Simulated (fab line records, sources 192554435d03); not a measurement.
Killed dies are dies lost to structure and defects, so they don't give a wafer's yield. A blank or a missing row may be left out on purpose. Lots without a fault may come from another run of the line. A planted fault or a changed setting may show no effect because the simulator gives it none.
Chamber matching | flow n5_finfet | N5_BEOL_M8_PECVD_70 on pecvd-01: 3 sister chambers
The step deposits SiO2 from TEOS/O2, target thk 20 nm, time 22.7 s. 3 wafers are shown with their chamber, then 9 later ones without.

WAFERS WITH THEIR CHAMBER
wafer  | chamber | throttle_valve_pct (%)
L081.6 | 0       | 23.8
L084.5 | 2       | 21.6
L084.6 | 1       | 23.9

WAFERS WITHOUT THEIR CHAMBER
wafer  | throttle_valve_pct (%)
L085.2 | 21.6
L085.4 | 21.5
L085.6 | 23.7
L088.2 | 21.7
L088.3 | 23.9
L088.5 | 23.7
L096.2 | 23.6
L096.3 | 21.8
L096.6 | 23.9

WHICH CHAMBER EACH WENT THROUGH
wafer  | from the rows above     | in truth
L085.2 | 2                       | 2
L085.4 | 2                       | 2
L085.6 | can't be placed: 0 or 1 | 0
L088.2 | 2                       | 2
L088.3 | can't be placed: 1 or 0 | 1
L088.5 | can't be placed: 0 or 1 | 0
L096.2 | can't be placed: 0 or 1 | 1
L096.3 | 2                       | 2
L096.6 | can't be placed: 1 or 0 | 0
Placed correctly: 4 of 9. Can't be placed from these rows: 5 (the true chamber is among the candidates in 5). Placed wrongly: 0.
How it was worked out, from the rows above alone: a wafer's distance from a chamber is the root of the sum, over the readings, of the square of ((its reading less the chamber's mean) divided by the reading's scatter). The wafer belongs to the nearest chamber; if the next one is less than 2 further off, it can't be placed. A chamber's mean is the mean of its shown wafers. The scatter: with one shown wafer a chamber, the root of the mean of the squares of how far each hidden wafer lies from its nearest shown one.
